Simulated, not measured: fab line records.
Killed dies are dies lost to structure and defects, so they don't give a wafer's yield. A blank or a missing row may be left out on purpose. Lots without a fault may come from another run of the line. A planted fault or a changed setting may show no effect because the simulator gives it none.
Matching of chambers | flow nand-harc | 4 sister chambers for NHARC_A_DECK1_JOINT_ETCHBACK_07 on rie-si-06
The step etches the open film in HBr, target depth 105 nm, time 26.9 s. 16 wafers are shown with their chamber, then 8 later ones without.

## WAFERS PAIRED WITH THEIR CHAMBERS
wafer  | chamber | oes-product-au (a.u.) | throttle-valve-pct (%)
L074.1 | 2       | 0.991                 | 23.266
L074.2 | 3       | 0.982                 | 23.252
L074.6 | 3       | 1.000                 | 23.264
L081.1 | 1       | 0.998                 | 23.251
L081.5 | 2       | 0.991                 | 23.264
L081.6 | 1       | 1.000                 | 23.252
L087.1 | 3       | 0.972                 | 23.267
L087.2 | 1       | 0.979                 | 23.261
L087.5 | 2       | 0.990                 | 23.275
L089.1 | 2       | 1.000                 | 23.262
L089.5 | 3       | 0.993                 | 23.255
L089.6 | 0       | 1.012                 | 23.271
L092.1 | 3       | 0.980                 | 23.269
L092.3 | 1       | 0.987                 | 23.261
L092.5 | 3       | 0.973                 | 23.260
L094.2 | 3       | 0.985                 | 23.250

SIGNATURES, as means of the wafers listed above
reading            | chamber 0 | chamber 1 | chamber 2 | chamber 3 | scatter within a chamber
oes-product-au     | 1.01200   | 0.99100   | 0.99300   | 0.98357   | 0.00903
throttle-valve-pct | 23.27100  | 23.25625  | 23.26675  | 23.25957  | 0.0066
Rule: for a wafer and a chamber, the distance is found by dividing, reading by reading, the gap between the wafer's reading and the chamber's mean by the reading's scatter, squaring, summing and taking the root. If the next closest chamber is less than 2 further off than the closest, the wafer can't be placed; otherwise it belongs to the closest. The scatter: the root of (the sum of the squares of (reading less its chamber's mean) over the shown wafers, divided by (wafers less chambers)).

## WAFERS MISSING THEIR CHAMBER
wafer  | oes-product-au (a.u.) | throttle-valve-pct (%)
L094.3 | 1.005                 | 23.251
L094.5 | 1.009                 | 23.270
L096.1 | 1.012                 | 23.267
L096.4 | 1.015                 | 23.282
L096.6 | 0.983                 | 23.279
L097.2 | 0.980                 | 23.272
L097.3 | 1.002                 | 23.259
L097.4 | 1.017                 | 23.273

## THE CHAMBER EACH PASSED THROUGH
wafer  | from the rows above               | in truth
L094.3 | can't be placed: 1 or 3 or 2 or 0 | 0
L094.5 | can't be placed: 0 or 2           | 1
L096.1 | can't be placed: 0 or 2           | 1
L096.4 | can't be placed: 0 or 2           | 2
L096.6 | can't be placed: 2 or 3 or 0 or 1 | 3
L097.2 | can't be placed: 2 or 3 or 1 or 0 | 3
L097.3 | can't be placed: 1 or 2 or 3 or 0 | 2
L097.4 | 0                                 | 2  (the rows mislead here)
Correct placement for 0 of the 8. Not placeable from these rows: 7 (in 5, the candidates include the true chamber). 1 placed wrongly.
